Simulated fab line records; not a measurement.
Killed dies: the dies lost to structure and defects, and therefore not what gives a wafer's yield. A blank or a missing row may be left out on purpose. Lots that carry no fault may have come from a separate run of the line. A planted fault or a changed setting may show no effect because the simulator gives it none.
Chamber matching + flow n5 finfet + rie diel-01 running N5_HKMG_FIN_DESCUM_17: 4 sister chambers
The step chemistry O2, time 7.9 s. 8 wafers are shown with their chamber, then 9 later ones without.

## WAFERS, EACH WITH ITS CHAMBER
| wafer  | chamber | throttle valve pct (%) | drypump motor current A (A) |
|--------|---------|------------------------|-----------------------------|
| L081.2 | 2       | 20.08                  | 5.6                         |
| L087.2 | 1       | 20.88                  | 6.0                         |
| L092.3 | 0       | 20.26                  | 6.2                         |
| L092.5 | 0       | 20.29                  | 6.2                         |
| L092.6 | 3       | 20.19                  | 6.4                         |
| L094.1 | 2       | 20.12                  | 5.5                         |
| L094.3 | 1       | 20.89                  | 5.9                         |
| L094.4 | 3       | 20.22                  | 6.4                         |

## WAFERS WITHOUT THEIR CHAMBER
| wafer  | throttle valve pct (%) | drypump motor current A (A) |
|--------|------------------------|-----------------------------|
| L095.1 | 20.28                  | 6.2                         |
| L095.3 | 20.23                  | 6.4                         |
| L095.6 | 20.90                  | 5.9                         |
| L096.1 | 20.14                  | 5.5                         |
| L096.5 | 20.90                  | 5.9                         |
| L096.6 | 20.27                  | 6.2                         |
| L097.2 | 20.24                  | 6.4                         |
| L097.3 | 20.91                  | 6.0                         |
| L097.6 | 20.29                  | 6.2                         |

## WHICH CHAMBER EACH WENT THROUGH
| wafer  | from the rows above | in truth |
|--------|---------------------|----------|
| L095.1 | 0                   | 0        |
| L095.3 | 3                   | 3        |
| L095.6 | 1                   | 1        |
| L096.1 | 2                   | 2        |
| L096.5 | 1                   | 1        |
| L096.6 | 0                   | 0        |
| L097.2 | 3                   | 3        |
| L097.3 | 1                   | 1        |
| L097.6 | 0                   | 0        |
Placed correctly: 9 of 9. Not placeable from these rows: 0. Number placed wrongly: 0.
How it was worked out, from the rows above alone: a wafer's distance from a chamber is the root of the sum, over the readings, of the square of ((its reading less the chamber's mean) divided by the reading's scatter). The wafer belongs to the nearest chamber; if the next one is less than 2 further off, it can't be placed. A chamber's mean is the mean of its shown wafers. How the scatter is found: for the shown wafers, subtract from each reading the mean of its chamber, square and add these, divide the total by (wafers less chambers), then take the root.
